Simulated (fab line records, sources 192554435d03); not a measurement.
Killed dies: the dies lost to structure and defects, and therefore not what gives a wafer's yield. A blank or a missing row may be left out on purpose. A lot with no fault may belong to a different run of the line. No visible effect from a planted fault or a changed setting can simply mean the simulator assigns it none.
Which tool is to blame?	flow n5Finfet	9 lots, 27 wafers sampled, at 5 steps of a route of 1938

WHAT THE GAUGES READ, wafer by wafer
N5_BEOL_M3_RS_MEAS_58: the measuring method here is four-point-probe. Usual: M3_RS gives 0.67 ohm/sq (standard deviation 0.031).
lot	measured	on	M3_RS (ohm/sq)	flag
L297	day 8 07:36	filmMetro-01	0.65 0.72 0.64	
L299	day 8 14:42	filmMetro-02	0.68 0.62 0.64	
L300	day 8 21:28	filmMetro-01	0.64 0.71 0.66	
L303	day 9 20:27	filmMetro-01	0.68 0.70 0.59	
L309	day 11 02:46	filmMetro-02	0.62 0.68 0.68	
L307	day 11 03:29	filmMetro-02	0.72 0.67 0.64	
L310	day 11 10:01	filmMetro-01	0.74 0.71 0.68	
L314	day 13 02:11	filmMetro-02	0.64 0.67 0.64	
L316	day 13 08:17	filmMetro-02	0.64 0.62 0.62	

N5_BEOL_M4_RC_MEAS_101. Usual: DIBL_N 37.0 mV/V, standard deviation 1.7; DIBL_P 36.7 mV/V, standard deviation 2; IOFF_N 0.17 nA/um, standard deviation 0.035; IOFF_P 0.22 nA/um, standard deviation 0.035; ION_N 672 uA/um, standard deviation 12; ION_P 461 uA/um, standard deviation 7.5; SS_N 71.6 mV/dec, standard deviation 0.67; SS_P 73.4 mV/dec, standard deviation 0.64; VT_N 250 mV, standard deviation 3.5; VT_P -250 mV, standard deviation 3.5.
lot	measured	on	DIBL_N (mV/V)	DIBL_P (mV/V)	IOFF_N (nA/um)	IOFF_P (nA/um)	ION_N (uA/um)	ION_P (uA/um)	SS_N (mV/dec)	SS_P (mV/dec)	VT_N (mV)	VT_P (mV)	flag
L297	day 8 19:19	prober-02	37.0 37.2 36.3	36.5 36.3 36.4	0.17 0.19 0.18	0.25 0.25 0.25	665 675 685	462 467 473	71.7 72.0 71.3	73.2 73.1 73.8	249 245 244	-244 -246 -247	
L299	day 9 01:03	prober-02	38.6 39.0 38.8	38.0 38.0 37.8	0.20 0.20 0.20	0.24 0.23 0.22	695 682 674	466 461 451	71.1 72.1 71.9	73.5 74.5 74.3	245 245 247	-251 -250 -252	
L300	day 9 04:19	prober-01	38.4 39.2 39.6	39.0 38.8 39.8	0.19 0.20 0.21	0.27 0.25 0.27	665 668 658	464 449 454	72.2 72.3 72.4	73.6 74.1 74.5	247 249 247	-248 -249 -250	
L303	day 10 03:26	prober-01	36.7 36.6 36.5	37.4 37.3 36.7	0.17 0.16 0.15	0.20 0.20 0.20	681 673 662	467 464 454	71.9 71.7 71.5	74.2 73.3 73.5	252 252 254	-252 -256 -253	
L309	day 11 10:03	prober-02	37.9 37.5 35.4	37.6 37.4 35.6	0.20 0.17 0.14	0.24 0.24 0.21	662 668 665	461 462 464	72.1 71.8 71.1	73.2 73.2 73.1	247 249 251	-247 -250 -249	
L307	day 11 13:06	prober-01	34.3 31.9 33.6	34.0 31.3 33.3	0.12 0.09 0.11	0.17 0.13 0.16	666 649 664	456 452 456	70.6 69.8 70.4	72.4 71.8 72.3	254 256 254	-257 -259 -257	
L310	day 11 17:05	prober-02	36.5 37.1 41.1	36.5 36.3 40.7	0.17 0.16 0.27	0.24 0.23 0.32	683 679 688	469 467 470	71.2 70.8 72.2	73.5 72.1 74.2	249 248 241	-243 -248 -242	
L314	day 13 12:13	prober-01	36.6 36.6 37.1	36.0 35.7 36.4	0.14 0.15 0.16	0.21 0.21 0.21	662 669 672	460 464 461	72.5 71.4 71.9	72.9 73.2 73.1	251 253 251	-250 -249 -250	
L316	day 14 10:43	prober-02	35.5 36.0 35.8	34.4 35.2 34.2	0.15 0.16 0.14	0.20 0.22 0.20	675 678 664	467 466 461	72.0 71.8 71.2	73.6 73.5 73.1	250 246 251	-250 -249 -252	

WHICH TOOL RAN EACH LOT (tool, then ch and the chambers of the sampled wafers, then the start)
lot	N5_BEOL_M3_PRE_CLEAN_60	N5_BEOL_M4_ETCH_74	N5_BEOL_M4_ETCH_64
L297	cvdCo-01 ch 0,2, day 8 07:23	rieDiel-03 ch 2,3, day 8 08:47	rieDiel-03 ch 2,3, day 8 08:49
L299	cvdCo-02 ch 0,2, day 8 14:26	rieDiel-03 ch 0,1, day 8 19:19	rieDiel-03 ch 0,1, day 8 19:21
L300	cvdCo-02 ch 2, day 8 21:11	rieDiel-01 ch 1,2,3, day 8 22:16	rieDiel-01 ch 1,2,3, day 8 22:19
L303	cvdCo-02 ch 0,1,2, day 9 20:14	rieDiel-03 ch 0,1,2, day 9 21:25	rieDiel-03 ch 0,1,2, day 9 21:27
L309	cvdCo-02 ch 0,1, day 11 02:32	rieDiel-03 ch 1,2,3, day 11 04:14	rieDiel-03 ch 1,2,3, day 11 04:17
L307	cvdCo-02 ch 1,2, day 11 03:16	rieDiel-01 ch 0,2, day 11 06:30	rieDiel-01 ch 0,2, day 11 06:32
L310	cvdCo-02 ch 0,1,2, day 11 09:47	rieDiel-03 ch 1,2,3, day 11 11:16	rieDiel-03 ch 1,2,3, day 11 11:18
L314	cvdCo-02 ch 0,2, day 13 01:58	rieDiel-05 ch 0,3, day 13 04:49	rieDiel-05 ch 0,3, day 13 04:51
L316	cvdCo-02 ch 1,2, day 13 08:04	rieDiel-05 ch 0,2,3, day 13 09:18	rieDiel-05 ch 0,2,3, day 13 09:20
- N5_BEOL_M3_PRE_CLEAN_60: time 15 s.
- N5_BEOL_M4_ETCH_74: etches underlayer in N2/H2, target depth 6.5 nm, time 5.2 s.
- N5_BEOL_M4_ETCH_64: etches SOC in N2/H2, target depth 75 nm, overetch 22.5 nm, time 121.9 s.

WHAT THE TOOLS THEMSELVES READ (means of the sampled wafers that have a number; where no wafer has one, the mark that the record gives instead)
N5_BEOL_M3_PRE_CLEAN_60. Usual: heaterPowerW 82 W, standard deviation 14.
lot	tool	heaterPowerW (W)	flag
L297	cvdCo-01	86	
L299	cvdCo-02	70	
L300	cvdCo-02	58	
L303	cvdCo-02	81	
L309	cvdCo-02	94	
L307	cvdCo-02	83	
L310	cvdCo-02	81	
L314	cvdCo-02	82	
L316	cvdCo-02	82	

N5_BEOL_M4_ETCH_74. Usual: value, then standard deviation, for each; biasW 150.1 W / 0.48; drypumpMotorCurrentA 5.7 A / 0.44; etchRfOnTimeS 5.24 s / 0.12; oesProductAu 0.67 a.u. / 0.083; rfVppV 526.0 V / 1.7; showerheadPlenumPTorr 2.61 Torr / 0.05; throttleValvePct 17.79 % / 0.14.
lot	tool	biasW (W)	drypumpMotorCurrentA (A)	etchRfOnTimeS (s)	oesProductAu (a.u.)	rfVppV (V)	showerheadPlenumPTorr (Torr)	throttleValvePct (%)	flag
L297	rieDiel-03	150.5	5.3	5.31	0.59	526.4	2.64	17.94	
L299	rieDiel-03	150.1	5.5	5.32	0.73	526.9	2.62	17.69	
L300	rieDiel-01	150.3	5.7	5.16	0.70	525.9	2.63	17.81	
L303	rieDiel-03	150.4	5.5	5.26	0.68	526.0	2.63	17.75	
L309	rieDiel-03	149.7	5.3	5.38	0.62	525.3	2.61	17.88	
L307	rieDiel-01	149.9	5.6	5.21	0.71	526.3	2.59	17.80	
L310	rieDiel-03	150.0	5.3	5.39	0.61	526.1	2.61	17.88	
L314	rieDiel-05	149.7	5.9	5.10	0.71	524.4	2.53	17.94	
L316	rieDiel-05	149.6	6.0	5.18	0.70	523.7	2.56	17.85	

N5_BEOL_M4_ETCH_64. Usual: biasW 150.0 W, standard deviation 0.42; drypumpMotorCurrentA 5.7 A, standard deviation 0.44; oesProductAu 0.60 a.u., standard deviation 0.071; rfVppV 525.8 V, standard deviation 1.4; showerheadPlenumPTorr 2.61 Torr, standard deviation 0.05; throttleValvePct 17.75 %, standard deviation 0.14.
lot	tool	biasW (W)	drypumpMotorCurrentA (A)	oesProductAu (a.u.)	rfVppV (V)	showerheadPlenumPTorr (Torr)	throttleValvePct (%)	flag
L297	rieDiel-03	150.1	5.2	0.53	526.3	2.64	17.91	
L299	rieDiel-03	150.3	5.5	0.66	526.2	2.62	17.64	
L300	rieDiel-01	149.9	5.7	0.62	525.7	2.63	17.77	
L303	rieDiel-03	150.5	5.5	0.61	526.4	2.63	17.72	
L309	rieDiel-03	156.6	5.3	0.56	540.9	2.61	17.84	OFF
L307	rieDiel-01	149.6	5.6	0.64	526.1	2.59	17.76	
L310	rieDiel-03	156.2	5.3	0.56	540.0	2.61	17.84	OFF
L314	rieDiel-05	149.9	6.0	0.63	523.3	2.53	17.90	
L316	rieDiel-05	149.9	6.1	0.63	524.1	2.57	17.81	

THE ANSWER, worked out from the rows above alone
Rule: a lot counts as off when the mean over its wafers that have a number is more than 3 standard deviations away from the usual mean. A lot without any number at a reading at which 4 lots or more have one is off too. Any other lot the step has rows for is counted as sound. The gauges are gone through in route order, then the tools' own readings, and for those a lot's mean is taken as printed above. At the first step where some lot is off, the reading lying furthest off is the one used; lots without a number count as furthest.
Off at N5_BEOL_M4_ETCH_64 (biasW): L309, L310.
If a tool, at that step or one of the process steps before it, ran each lot that is off and ran no sound lot following the first of them, it fits. One candidate fits, namely rieDiel-03 at N5_BEOL_M4_ETCH_74 and N5_BEOL_M4_ETCH_64. At N5_BEOL_M4_ETCH_74 its last sound lot is L303 (day 9 21:25), its first lot that is off L309 (day 11 04:14): a fault that began between those two fits.

WHAT WAS PUT IN BY THE SIMULATOR
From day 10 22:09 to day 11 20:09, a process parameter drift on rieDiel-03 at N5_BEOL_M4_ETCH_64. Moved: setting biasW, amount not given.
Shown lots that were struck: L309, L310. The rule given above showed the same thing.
